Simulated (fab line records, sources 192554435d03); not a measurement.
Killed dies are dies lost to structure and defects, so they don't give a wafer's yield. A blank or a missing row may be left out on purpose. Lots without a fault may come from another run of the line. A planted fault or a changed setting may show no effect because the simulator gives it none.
A struck lot beside a sound one | flow n5_finfet | 15 steps out of a route of 1938
Sound: wafers L397.1, L397.3, L397.6. Struck: wafers L407.1, L407.3, L407.5. The cause comes at the end.
At each step with rows: each side's tool, then ch and its chambers, then its first start. Under that, the readings that differ: sound wafers | struck wafers | difference of the means | sigmas: that difference in standard deviations of wafers without a fault.
alike: readings whose means differ by less than 2 such deviations, and words and numbers that are the same on both sides. not compared: withheld readings, readings that some wafer has no value for, bounds like >300 that may hide the same value, and numbers for which the record gives no deviation and whose values overlap.
The two part at a step that has a row with sigmas, a row that says differs or no value, or rows on one side only. Numbers that don't overlap but have no deviation are shown without sigmas and don't part them. A reading that every wafer of one side lacks parts them only if that side has two wafers or more.

first, 3 steps without rows for these wafers: N5_DUMMY_REMOVAL_PRECLEAN_04 (cleans in DHF, time 37 s); N5_DUMMY_REMOVAL_SRD_05 (time 30 s); N5_HKMG_FIN_IL_REGROW_00 (material SiO2, chemistry O3, target thk 0.75 nm, time 30 s).
N5_HKMG_FIN_HK_ALD_01: deposits HfO2, target thk 1.6 nm, pulse time 3 s, purge time 3 s.
  sound on ald_hk-02 ch 0,2,3, day 4 08:59; struck on ald_hk-03 ch 0,2, day 6 21:16
  alike: precursor_pulse_height_rel
N5_HKMG_FIN_HK_ANNEAL_02: time 30 s.
  sound on rtp_anneal-01 ch 0, day 4 09:10; struck on rtp_anneal-01 ch 0, day 6 21:26
  alike: lamp_power_pct, lamp_zone_2_pct, lamp_zone_7_pct, wafer_temp_C_max
N5_HKMG_FIN_ALD_74: deposits La2O3, target thk 0.5 nm, pulse time 6 s, co reactant pulse time 1 s.
  sound on ald_hk-01 ch 0,3, day 4 09:23; struck on ald_hk-02 ch 0,2,3, day 6 21:40
  alike: heater_power_w, precursor_pulse_height_rel
N5_HKMG_FIN_ALD_75: deposits Al2O3, target thk 1 nm, co reactant pulse time 1 s.
  sound on ald_hk-01 ch 0,3, day 4 09:27; struck on ald_hk-02 ch 0,2,3, day 6 21:45
  alike: heater_power_w, precursor_pulse_height_rel
then, 5 steps without rows for these wafers: N5_HKMG_FIN_COAT_41 (time 60 s, resist thk 300 nm); N5_HKMG_FIN_COAT_42 (time 60 s, resist thk 35 nm); N5_HKMG_FIN_COAT_43 (resist thk 90 nm); N5_HKMG_FIN_EBR_45; N5_HKMG_FIN_SOFTBAKE_44 (time 60 s).
N5_HKMG_FIN_EXPOSE_46: exposes mask NDIPOLE.
  sound on arfi_scanner-02 ch 0, day 4 09:49; struck on arfi_scanner-03 ch 0, day 6 22:05
  reading                          | sound          | struck      | difference | sigmas
  model.HKMG_FIN.overlay_x_nm (nm) | -0.4 -0.4 -0.4 | 1.8 1.8 1.8 | +2.2       |
  alike: mask
then, 1 step without rows for these wafers: N5_HKMG_FIN_PEB_47 (peb time 60 s).
-- the record jumps here: 6 days lie between the struck wafers' starts before and after (it left off in module HKMG_FIN and takes up again in module BEOL_M4, whose first step shown is number 1111 of the route) --
N5_BEOL_M4_RC_MEAS_101:
  sound on prober-02 ch 0, day 8 05:22; struck on prober-01 ch 0, day 13 07:28
  alike: DIBL_N, DIBL_P, IOFF_N, IOFF_P, ION_N, ION_P, SS_N, SS_P, VT_N, VT_P

WHERE THEY PART
Nowhere in this record.

WHY: what the simulator had put in
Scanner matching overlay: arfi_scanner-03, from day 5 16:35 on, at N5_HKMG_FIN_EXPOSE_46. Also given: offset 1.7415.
